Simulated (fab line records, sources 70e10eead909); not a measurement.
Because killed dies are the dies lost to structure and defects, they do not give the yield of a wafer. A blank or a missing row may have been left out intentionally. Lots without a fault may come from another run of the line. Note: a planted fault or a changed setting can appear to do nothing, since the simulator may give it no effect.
Matching of chambers :: flow nand_harc :: NHARC_P_M1_DESCUM_14 on rie_diel-12: 4 sister chambers
The step chemistry O2, time 3 s. 4 wafers are shown with their chamber, then 11 later ones without.

## EACH WAFER AND ITS CHAMBER
wafer: L083.1
chamber: 2
showerhead_plenum_p_Torr (Torr): 1.92

wafer: L085.3
chamber: 3
showerhead_plenum_p_Torr (Torr): 2.00

wafer: L085.6
chamber: 1
showerhead_plenum_p_Torr (Torr): 1.95

wafer: L086.1
chamber: 0
showerhead_plenum_p_Torr (Torr): 2.03

## WAFERS WITH NO CHAMBER GIVEN
wafer: L086.5
showerhead_plenum_p_Torr (Torr): 1.91

wafer: L086.6
showerhead_plenum_p_Torr (Torr): 1.95

wafer: L087.1
showerhead_plenum_p_Torr (Torr): 1.95

wafer: L087.2
showerhead_plenum_p_Torr (Torr): 1.91

wafer: L087.5
showerhead_plenum_p_Torr (Torr): 1.91

wafer: L092.2
showerhead_plenum_p_Torr (Torr): 1.94

wafer: L092.4
showerhead_plenum_p_Torr (Torr): 1.91

wafer: L092.5
showerhead_plenum_p_Torr (Torr): 2.00

wafer: L096.1
showerhead_plenum_p_Torr (Torr): 2.00

wafer: L096.3
showerhead_plenum_p_Torr (Torr): 1.91

wafer: L096.5
showerhead_plenum_p_Torr (Torr): 2.00

## WHICH CHAMBER EACH WENT THROUGH
wafer: L086.5
from the rows above: 2
in truth: 2

wafer: L086.6
from the rows above: 1
in truth: 1

wafer: L087.1
from the rows above: 1
in truth: 1

wafer: L087.2
from the rows above: 2
in truth: 2

wafer: L087.5
from the rows above: 2
in truth: 2

wafer: L092.2
from the rows above: can't be placed: 1 or 2
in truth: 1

wafer: L092.4
from the rows above: 2
in truth: 2

wafer: L092.5
from the rows above: 3
in truth: 3

wafer: L096.1
from the rows above: 3
in truth: 3

wafer: L096.3
from the rows above: 2
in truth: 2

wafer: L096.5
from the rows above: 3
in truth: 3
Correct placement for 10 of the 11. From these rows, 1 cannot be placed; in 1 the true chamber is one of the candidates. Wrongly placed: 0.
How it was worked out, from the rows above alone: a wafer's distance from a chamber is the root of the sum, over the readings, of the square of ((its reading less the chamber's mean) divided by the reading's scatter). The wafer belongs to the nearest chamber; if the next one is less than 2 further off, it can't be placed. Each chamber's mean is taken over the wafers shown for it. The scatter: with one shown wafer a chamber, the root of the mean of the squares of how far each hidden wafer lies from its nearest shown one.
